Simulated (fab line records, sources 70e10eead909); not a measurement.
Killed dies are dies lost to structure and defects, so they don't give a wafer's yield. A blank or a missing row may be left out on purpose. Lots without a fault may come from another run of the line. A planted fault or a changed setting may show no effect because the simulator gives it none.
Chamber matching | flow nand_harc | NHARC_P_M0_ETCH_34 on rie_diel-10: 4 sister chambers
The step etches the open film in N2/H2, target depth 40 nm, overetch 12 nm, time 43.94 s. 7 wafers are shown with their chamber, then 7 later ones without.

WAFERS WITH THEIR CHAMBER
wafer  | chamber | drypump_motor_current_A (A) | rf_vpp_V (V)
L086.2 | 1       | 5.7                         | 430.8
L086.3 | 2       | 6.0                         | 428.1
L090.1 | 0       | 6.1                         | 429.2
L090.3 | 3       | 5.5                         | 434.5
L090.6 | 2       | 6.0                         | 428.2
L091.3 | 3       | 5.5                         | 433.4
L091.4 | 0       | 6.0                         | 426.4

WAFERS WITHOUT THEIR CHAMBER
wafer  | drypump_motor_current_A (A) | rf_vpp_V (V)
L091.5 | 6.1                         | 427.1
L092.2 | 6.0                         | 428.9
L092.3 | 6.1                         | 427.7
L092.5 | 6.0                         | 427.9
L097.1 | 6.0                         | 426.4
L097.2 | 5.6                         | 428.6
L097.6 | 5.5                         | 434.3

WHICH CHAMBER EACH WENT THROUGH
wafer  | from the rows above     | in truth
L091.5 | can't be placed: 0 or 2 | 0
L092.2 | can't be placed: 2 or 0 | 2
L092.3 | can't be placed: 0 or 2 | 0
L092.5 | can't be placed: 2 or 0 | 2
L097.1 | can't be placed: 2 or 0 | 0
L097.2 | can't be placed: 1 or 3 | 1
L097.6 | 3                       | 3
Placed correctly: 1 of 7. Can't be placed from these rows: 6 (the true chamber is among the candidates in 6). Placed wrongly: 0.
How it was worked out, from the rows above alone: a wafer's distance from a chamber is the root of the sum, over the readings, of the square of ((its reading less the chamber's mean) divided by the reading's scatter). The wafer belongs to the nearest chamber; if the next one is less than 2 further off, it can't be placed. A chamber's mean is the mean of its shown wafers. The scatter: the root of (the sum of the squares of (reading less its chamber's mean) over the shown wafers, divided by (wafers less chambers)).
